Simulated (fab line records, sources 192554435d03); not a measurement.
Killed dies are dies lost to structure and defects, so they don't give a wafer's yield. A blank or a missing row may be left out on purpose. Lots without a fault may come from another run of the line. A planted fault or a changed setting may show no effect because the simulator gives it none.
Chamber matching | flow n5_finfet | N5_BEOL_M9_DEP_56 on pecvd-01: 3 sister chambers
The step deposits SiCN from 3MS/NH3, target thk 15 nm, time 26.5 s. 6 wafers are shown with their chamber, then 8 later ones without.

WAFERS WITH THEIR CHAMBER
wafer  | chamber | throttle_valve_pct (%) | showerhead_plenum_p_Torr (Torr)
L089.4 | 1       | 9.5                    | 3.689
L089.5 | 2       | 8.5                    | 3.668
L093.1 | 2       | 8.4                    | 3.667
L093.2 | 1       | 9.6                    | 3.702
L093.3 | 0       | 9.0                    | 3.647
L096.1 | 0       | 9.3                    | 3.649

WAFERS WITHOUT THEIR CHAMBER
wafer  | throttle_valve_pct (%) | showerhead_plenum_p_Torr (Torr)
L096.2 | 9.5                    | 3.684
L096.4 | 9.3                    | 3.661
L095.2 | 9.1                    | 3.664
L095.4 | 9.7                    | 3.689
L095.5 | 8.7                    | 3.679
L097.4 | 8.8                    | 3.652
L097.5 | 9.6                    | 3.692
L097.6 | 8.8                    | 3.685

WHICH CHAMBER EACH WENT THROUGH
wafer  | from the rows above     | in truth
L096.2 | 1                       | 1
L096.4 | 0                       | 0
L095.2 | can't be placed: 0 or 2 | 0
L095.4 | 1                       | 1
L095.5 | 2                       | 2
L097.4 | can't be placed: 0 or 2 | 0
L097.5 | 1                       | 1
L097.6 | can't be placed: 2 or 1 | 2
Placed correctly: 5 of 8. Can't be placed from these rows: 3 (the true chamber is among the candidates in 3). Placed wrongly: 0.
How it was worked out, from the rows above alone: a wafer's distance from a chamber is the root of the sum, over the readings, of the square of ((its reading less the chamber's mean) divided by the reading's scatter). The wafer belongs to the nearest chamber; if the next one is less than 2 further off, it can't be placed. A chamber's mean is the mean of its shown wafers. The scatter: the root of (the sum of the squares of (reading less its chamber's mean) over the shown wafers, divided by (wafers less chambers)).
